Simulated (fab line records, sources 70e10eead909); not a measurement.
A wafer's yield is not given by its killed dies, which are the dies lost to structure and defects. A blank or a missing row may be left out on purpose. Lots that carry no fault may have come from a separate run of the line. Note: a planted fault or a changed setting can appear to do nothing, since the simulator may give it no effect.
Which tool was responsible? -- flow nand_harc -- 18 wafers from 6 lots sampled at 5 of the route's 1159 steps

== WHAT THE GAUGES READ, wafer by wafer ==
NHARC_END_SORT_01.
lot,measured,on,killed_at_array
L415,day 20 01:25,prober-01,24 37 24
L417,day 20 09:11,prober-01,16 15 9
L421,day 21 16:07,prober-01,32 26 27
L430,day 22 23:22,prober-01,30 33 295
L437,day 24 11:25,prober-02,33 46 45
L438,day 24 19:13,prober-02,28 24 28

== TOOL THAT RAN EACH LOT (tool first, then ch and the chambers of the sampled wafers, then the start) ==
lot,NHARC_A_CONTACT_DEP_84,NHARC_A_CONTACT_ETCH_31,NHARC_A_CONTACT_ETCH_135,NHARC_A_CONTACT_ETCH_92
L415,"acl_dep-01 ch 0, day 17 09:37","rie_diel-11 ch 1,2,3, day 17 12:50","har_cap_etch-02 ch 0,1, day 17 13:26","rie_diel-11 ch 1,2,3, day 17 14:19"
L417,"acl_dep-01 ch 0, day 17 13:56","rie_diel-11 ch 0,2, day 17 16:58","har_cap_etch-01 ch 0,1, day 17 17:31","rie_diel-11 ch 1,2,3, day 17 18:27"
L421,"acl_dep-01 ch 0, day 18 02:28","rie_diel-09 ch 1,3, day 18 07:03","har_cap_etch-03 ch 0,1, day 18 07:40","rie_diel-09 ch 1,3, day 18 08:34"
L430,"acl_dep-03 ch 0, day 20 14:11","rie_diel-11 ch 0,1,2, day 20 17:01","har_cap_etch-02 ch 0,1, day 20 17:35","rie_diel-09 ch 0,1, day 20 18:28"
L437,"acl_dep-03 ch 0, day 22 06:27","rie_diel-09 ch 1,3, day 22 09:01","har_cap_etch-01 ch 0,1, day 22 09:37","rie_diel-11 ch 2,3, day 22 10:28"
L438,"acl_dep-03 ch 0, day 22 11:57","rie_diel-09 ch 0,1,2, day 22 14:41","har_cap_etch-02 ch 0,1, day 22 15:14","rie_diel-09 ch 0,1,2, day 22 16:07"
- NHARC_A_CONTACT_DEP_84: deposits aC, target thk 2000 nm.
- NHARC_A_CONTACT_ETCH_31: etches the open film in O2/COS, target depth 2000 nm, time 520 s.
- NHARC_A_CONTACT_ETCH_135: etches the open film in C4F8/O2/Ar, time 132 s, target depth 1287 nm.
- NHARC_A_CONTACT_ETCH_92: etches the open film in CH3F/O2, target depth 40 nm, time 85.7 s.

== THE ANSWER, worked out from the rows above alone ==
Rule: the lots themselves supply what counts as usual. Put in order of their means at a reading, lots are off if they are a third of the lots or fewer, leave a main group of 4 or more, and stand apart from it by a gap of 3 or more times the standard deviation of the main group's means; of several such gaps the widest counts. Not used: any main group whose means are identical at the precision the tables above print for the reading. A lot without any number at a reading at which 4 lots or more have one is off too. All remaining lots with rows at the step are treated as sound.
Off: L430, at NHARC_END_SORT_01 (killed_at_array). The main group: mean 28, standard deviation 8.9.
If a tool, at a process step before that reading, ran all the lots that are off and no sound lot after the first of them, it fits. Gauges at NHARC_END_SORT_01: tried the same way as those tools. This does not decide it: 2 tools fit, namely rie_diel-11 at NHARC_A_CONTACT_ETCH_31 and prober-01 at NHARC_END_SORT_01.

== WHAT THE SIMULATOR PUT IN ==
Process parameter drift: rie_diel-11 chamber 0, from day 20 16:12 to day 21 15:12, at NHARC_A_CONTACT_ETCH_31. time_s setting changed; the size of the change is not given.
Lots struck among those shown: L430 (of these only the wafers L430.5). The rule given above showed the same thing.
